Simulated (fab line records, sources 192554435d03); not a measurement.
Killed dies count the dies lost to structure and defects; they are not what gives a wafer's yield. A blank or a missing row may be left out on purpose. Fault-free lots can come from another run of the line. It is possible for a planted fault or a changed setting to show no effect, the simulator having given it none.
Split-lot study :: flow n5Finfet :: route with 1938 steps; 7 lots, 21 wafers read

THE SPLIT ITSELF
At N5_BEOL_M3_ILD_DEP_00 (deposits SiOC from DEMS/O2, target thk 79 nm, time 15.3 s), the setting timeS was moved away from the recipe's 15.3 s on 5 of the 21 wafers read, by -11.8% to +10.1%. For the rest of the wafers, this setting stayed at what the recipe calls for.

The file shows no step between the split and the reading.

THE READING
Values of M3_ILD_THK in nm from N5_BEOL_M3_THK_MEAS_01. Typical for fault-free wafers on this fab line: 79.0 nm, with standard deviation 0.96 nm.

wafer: L075.1
tool, chamber at the split: pecvd-02, 0
timeS as run, s: 15.3
against the recipe: recipe
M3_ILD_THK, nm: 78.7
against lot-mates on the recipe: -

wafer: L075.3
tool, chamber at the split: pecvd-02, 1
timeS as run, s: 15.3
against the recipe: recipe
M3_ILD_THK, nm: 79.4
against lot-mates on the recipe: -

wafer: L075.5
tool, chamber at the split: pecvd-02, 2
timeS as run, s: 16.27
against the recipe: +6.3%
M3_ILD_THK, nm: 85.0
against lot-mates on the recipe: +5.9

wafer: L082.1
tool, chamber at the split: pecvd-02, 0
timeS as run, s: 15.3
against the recipe: recipe
M3_ILD_THK, nm: 77.9
against lot-mates on the recipe: -

wafer: L082.4
tool, chamber at the split: pecvd-02, 0
timeS as run, s: 15.3
against the recipe: recipe
M3_ILD_THK, nm: 78.1
against lot-mates on the recipe: -

wafer: L082.5
tool, chamber at the split: pecvd-02, 0
timeS as run, s: 15.3
against the recipe: recipe
M3_ILD_THK, nm: 78.9
against lot-mates on the recipe: -

wafer: L081.4
tool, chamber at the split: pecvd-02, 2
timeS as run, s: 15.3
against the recipe: recipe
M3_ILD_THK, nm: 79.3
against lot-mates on the recipe: -

wafer: L081.5
tool, chamber at the split: pecvd-02, 2
timeS as run, s: 15.3
against the recipe: recipe
M3_ILD_THK, nm: 80.7
against lot-mates on the recipe: -

wafer: L081.6
tool, chamber at the split: pecvd-02, 0
timeS as run, s: 15.3
against the recipe: recipe
M3_ILD_THK, nm: 79.0
against lot-mates on the recipe: -

wafer: L085.2
tool, chamber at the split: pecvd-02, 2
timeS as run, s: 15.3
against the recipe: recipe
M3_ILD_THK, nm: 79.6
against lot-mates on the recipe: -

wafer: L085.4
tool, chamber at the split: pecvd-02, 1
timeS as run, s: 13.49
against the recipe: -11.8%
M3_ILD_THK, nm: 70.5
against lot-mates on the recipe: -9.1

wafer: L085.6
tool, chamber at the split: pecvd-02, 2
timeS as run, s: 13.49
against the recipe: -11.8%
M3_ILD_THK, nm: 71.4
against lot-mates on the recipe: -8.2

wafer: L086.4
tool, chamber at the split: pecvd-04, 0,0,1
timeS as run, s: 15.3
against the recipe: recipe
M3_ILD_THK, nm: 79.7
against lot-mates on the recipe: -

wafer: L086.5
tool, chamber at the split: pecvd-04, 0,0,1
timeS as run, s: 15.3
against the recipe: recipe
M3_ILD_THK, nm: 79.7
against lot-mates on the recipe: -

wafer: L086.6
tool, chamber at the split: pecvd-04, 0,0,1
timeS as run, s: 15.3
against the recipe: recipe
M3_ILD_THK, nm: 79.6
against lot-mates on the recipe: -

wafer: L089.4
tool, chamber at the split: pecvd-03, 1
timeS as run, s: 16.84
against the recipe: +10.1%
M3_ILD_THK, nm: 88.6
against lot-mates on the recipe: +8.5

wafer: L089.5
tool, chamber at the split: pecvd-03, 0
timeS as run, s: 15.3
against the recipe: recipe
M3_ILD_THK, nm: 80.7
against lot-mates on the recipe: -

wafer: L089.6
tool, chamber at the split: pecvd-03, 2
timeS as run, s: 15.3
against the recipe: recipe
M3_ILD_THK, nm: 79.5
against lot-mates on the recipe: -

wafer: L097.1
tool, chamber at the split: pecvd-02, 1
timeS as run, s: 16.26
against the recipe: +6.3%
M3_ILD_THK, nm: 83.7
against lot-mates on the recipe: +5.8

wafer: L097.2
tool, chamber at the split: pecvd-02, 2
timeS as run, s: 15.3
against the recipe: recipe
M3_ILD_THK, nm: 78.4
against lot-mates on the recipe: -

wafer: L097.3
tool, chamber at the split: pecvd-02, 0
timeS as run, s: 15.3
against the recipe: recipe
M3_ILD_THK, nm: 77.5
against lot-mates on the recipe: -
The file does not say which wafer passed through which chamber wherever a row lists several chambers: such a row stands for several wafers.

THE FIT
A straight line over all 21 wafers: M3_ILD_THK changes by +0.77 nm for each +1% of timeS; r = +0.97; the points scatter about the line by 0.95 nm.
The same after taking each lot's own level away (the mean of its wafers on the recipe; 21 wafers): +0.79 nm for each +1%; r = +0.99; scatter 0.57 nm.
That fit puts the effect of the largest move of timeS on the reading at 9.4 nm.
From 77.95 to 80.10 nm: that is the span of the lots' own levels, equal to 2.2 times the standard deviation above.
The two slopes agree, so the slope changes little with the lot-to-lot level.
Check: for one of the wafers moved furthest among these (-11.8%), held out of the fit, the line's prediction against its lot-mates is -9.22 nm. Against them it came out at -9.1 nm.

OTHER SPLITS APPLIED TO THESE WAFERS
Note: prior to the reading, these wafers also went through further splits. Each is held against what the fit with the lots' levels taken away leaves over:
other split on the same wafers: N5_BEOL_M1_EXPOSE_08 doseMj
wafers away from the commonest value: 6
r with M3_ILD_THK (lot level and that fit taken away): -0.24

THE WHOLE CHAIN: every reading that the file lists as answering this split, in the file's order
step: N5_BEOL_M3_ILD_DEP_00
what it does: deposits SiOC from DEMS/O2, target thk 79 nm, time 15.3 s
reading: SiOC_of_BEOL_M3_ILD_DEP_00.thkNm (the simulator's own value, which no gauge read)
change (the file's fit): +0.816 nm for each +1% of the setting
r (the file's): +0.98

step: N5_BEOL_M3_THK_MEAS_01
what it does: 
reading: M3_ILD_THK
change (the file's fit): +0.815 for each +1% of the setting
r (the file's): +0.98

FILE'S OWN FIT
M3_ILD_THK changes by +0.815 nm for each +1% of timeS, r = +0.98.
